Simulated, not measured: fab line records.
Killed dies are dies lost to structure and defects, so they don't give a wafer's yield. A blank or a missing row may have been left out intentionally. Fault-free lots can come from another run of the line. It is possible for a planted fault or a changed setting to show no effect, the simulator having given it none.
Which of the tools did it?    flow nand_harc    14 lots, 42 wafers sampled, at 4 steps of a route of 1302

WHAT THE GAUGES READ, wafer by wafer
NHARC_A_M0_CD_MEAS_09: the cd target is 80 nm.
lot   measured      on         cd_nm (nm)
L363  day 23 01:05  cd_sem-03  80.0 79.3 80.1
L361  day 23 02:07  cd_sem-01  80.0 79.9 81.9
L362  day 23 04:11  cd_sem-02  79.8 79.7 82.0
L364  day 24 12:08  cd_sem-01  79.6 79.2 80.9
L366  day 24 14:43  cd_sem-02  79.8 80.1 80.0
L365  day 24 17:03  cd_sem-03  80.8 80.2 82.8
L367  day 25 09:39  cd_sem-01  78.3 78.7 80.7
L370  day 26 15:40  cd_sem-01  80.9 82.8 80.9
L369  day 26 16:00  cd_sem-01  80.0 79.6 79.5
L372  day 27 05:17  cd_sem-02  79.6 80.8 80.4
L379  day 30 02:32  cd_sem-02  93.4 93.0 93.7
L384  day 31 20:13  cd_sem-03  80.8 79.6 79.4
L381  day 32 00:49  cd_sem-03  94.0 90.0 91.5
L383  day 32 07:27  cd_sem-01  78.8 77.7 79.1

NHARC_A_M0_CD_MEAS_16.
lot   measured      on         cd_nm (nm)
L363  day 23 01:34  cd_sem-03  80.4 80.4 80.7
L361  day 23 02:36  cd_sem-02  79.9 80.4 81.9
L362  day 23 04:43  cd_sem-02  79.4 79.7 81.6
L364  day 24 12:38  cd_sem-02  80.7 79.2 80.3
L366  day 24 15:12  cd_sem-01  80.6 80.5 79.8
L365  day 24 17:34  cd_sem-02  81.4 80.8 83.3
L367  day 25 10:08  cd_sem-01  78.5 79.3 79.8
L370  day 26 16:12  cd_sem-03  79.8 81.7 81.8
L369  day 26 16:32  cd_sem-02  80.4 79.7 78.6
L372  day 27 05:49  cd_sem-01  80.3 81.2 80.8
L379  day 30 03:01  cd_sem-03  93.0 93.2 93.3
L384  day 31 20:42  cd_sem-01  78.5 79.6 79.6
L381  day 32 01:18  cd_sem-03  92.9 90.3 92.2
L383  day 32 07:56  cd_sem-01  80.0 77.9 77.7

TOOL THAT RAN EACH LOT (tool first, then ch and the chambers of the sampled wafers, then the start)
lot   NHARC_A_CONTACT_CVD_19                    NHARC_A_M0_EXPOSE_06
L363  cvd_w-02 ch 0,1, day 23 00:56 or earlier  arfi_scanner-03 ch 0, day 23 00:56
L361  cvd_w-01 ch 0,1, day 23 01:58 or earlier  arfi_scanner-01 ch 0, day 23 01:58
L362  cvd_w-02 ch 0,1, day 23 04:03 or earlier  arfi_scanner-02 ch 0, day 23 04:03
L364  cvd_w-02 ch 0,1, day 24 12:01 or earlier  arfi_scanner-01 ch 0, day 24 12:01
L366  cvd_w-02 ch 0,1, day 24 14:34 or earlier  arfi_scanner-03 ch 0, day 24 14:34
L365  cvd_w-02 ch 1, day 24 16:55 or earlier    arfi_scanner-01 ch 0, day 24 16:55
L367  cvd_w-01 ch 1, day 25 09:31 or earlier    arfi_scanner-02 ch 0, day 25 09:31
L370  cvd_w-02 ch 0,1, day 26 15:31 or earlier  arfi_scanner-02 ch 0, day 26 15:31
L369  cvd_w-01 ch 0,1, day 26 15:52 or earlier  arfi_scanner-03 ch 0, day 26 15:52
L372  cvd_w-01 ch 0,1, day 27 05:10 or earlier  arfi_scanner-03 ch 0, day 27 05:10
L379  cvd_w-02 ch 1, day 30 02:24 or earlier    arfi_scanner-02 ch 0, day 30 02:24
L384  cvd_w-02 ch 0,1, day 31 20:05 or earlier  arfi_scanner-03 ch 0, day 31 20:05
L381  cvd_w-02 ch 0,1, day 32 00:41 or earlier  arfi_scanner-02 ch 0, day 32 00:41
L383  cvd_w-01 ch 0,1, day 32 07:19 or earlier  arfi_scanner-01 ch 0, day 32 07:19
- NHARC_A_CONTACT_CVD_19: deposits W, target thk 300 nm, time 802 s.
- NHARC_A_M0_EXPOSE_06: exposes mask A M0, target cd 80 nm.

AS READ BY THE TOOLS THEMSELVES (means over the sampled wafers that have a number; for cases with no such wafer, the mark the record gives instead)
NHARC_A_CONTACT_CVD_19.
lot   tool      heater_power_w (W)  throttle_valve_pct (%)
L363  cvd_w-02  450                 7.94
L361  cvd_w-01  476                 7.45
L362  cvd_w-02  458                 7.86
L364  cvd_w-02  449                 7.80
L366  cvd_w-02  469                 7.89
L365  cvd_w-02  430                 7.88
L367  cvd_w-01  497                 7.47
L370  cvd_w-02  445                 7.99
L369  cvd_w-01  459                 7.91
L372  cvd_w-01  454                 7.90
L379  cvd_w-02  426                 7.87
L384  cvd_w-02  442                 8.10
L381  cvd_w-02  446                 7.96
L383  cvd_w-01  464                 7.79

NHARC_A_M0_EXPOSE_06.
lot   tool             exposure_dose_mJ_cm2  focus_offset_nm (nm)
L363  arfi_scanner-03  83.20                 0.1
L361  arfi_scanner-01  83.31                 -0.5
L362  arfi_scanner-02  83.41                 -0.3
L364  arfi_scanner-01  83.29                 -0.1
L366  arfi_scanner-03  83.20                 0.1
L365  arfi_scanner-01  83.15                 0.4
L367  arfi_scanner-02  83.24                 -0.3
L370  arfi_scanner-02  83.30                 -0.6
L369  arfi_scanner-03  83.15                 0.0
L372  arfi_scanner-03  83.34                 0.7
L379  arfi_scanner-02  102.70                0.0
L384  arfi_scanner-03  83.31                 0.6
L381  arfi_scanner-02  98.90                 -0.2
L383  arfi_scanner-01  83.27                 -0.3

THE ANSWER, worked out from the rows above alone
Rule: the lots themselves supply what counts as usual. The widest of any qualifying gaps counts: lots, ordered by their means at a reading, are off when they make up no more than a third of the lots, leave a main group of 4 or more, and stand apart from it by 3 or more times the standard deviation of that group's means. Not used: any main group whose means are identical at the precision the tables above print for the reading. Also off: a lot with no number at a reading for which 4 or more lots have one. The other lots that the step has rows for count as sound. After the gauges, taken in route order, come the tools' own readings; for these a lot's mean is taken, as printed above. At the first step where some lot is off, the reading lying furthest off is the one used; lots without a number count as furthest.
Off, at NHARC_A_M0_CD_MEAS_09 on cd_nm: L379, L381. For the main group the mean is 80.1 nm and the standard deviation 0.78.
If a tool, at a process step before that reading, ran all the lots that are off and no sound lot after the first of them, it fits. The gauges at NHARC_A_M0_CD_MEAS_09 aren't tried: what is off there is off at NHARC_A_M0_EXPOSE_06 too, on other tools, and a gauge's error can't cause that. With no start given for some of its lots, NHARC_A_CONTACT_CVD_19 uses the hours and lot order of NHARC_A_M0_EXPOSE_06. One fits: arfi_scanner-02 at NHARC_A_M0_EXPOSE_06. Its last sound lot is L370 (day 26 15:31), its first lot that is off L379 (day 30 02:24): a fault that began between those two fits.
On the lots that are off, the tool's own readings at NHARC_A_M0_EXPOSE_06 differ by more than 5 times the standard deviation of the sound lots' means, which bears it out; exposure_dose_mJ_cm2 reads 100.80 there versus 83.26 on the sound lots.

WHAT THE SIMULATOR PUT IN
Process parameter drift: arfi_scanner-02, from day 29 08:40 on, at NHARC_A_M0_EXPOSE_06. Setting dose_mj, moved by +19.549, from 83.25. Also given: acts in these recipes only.
Lots struck among those shown: L379, L381. The rule given above showed the same thing.
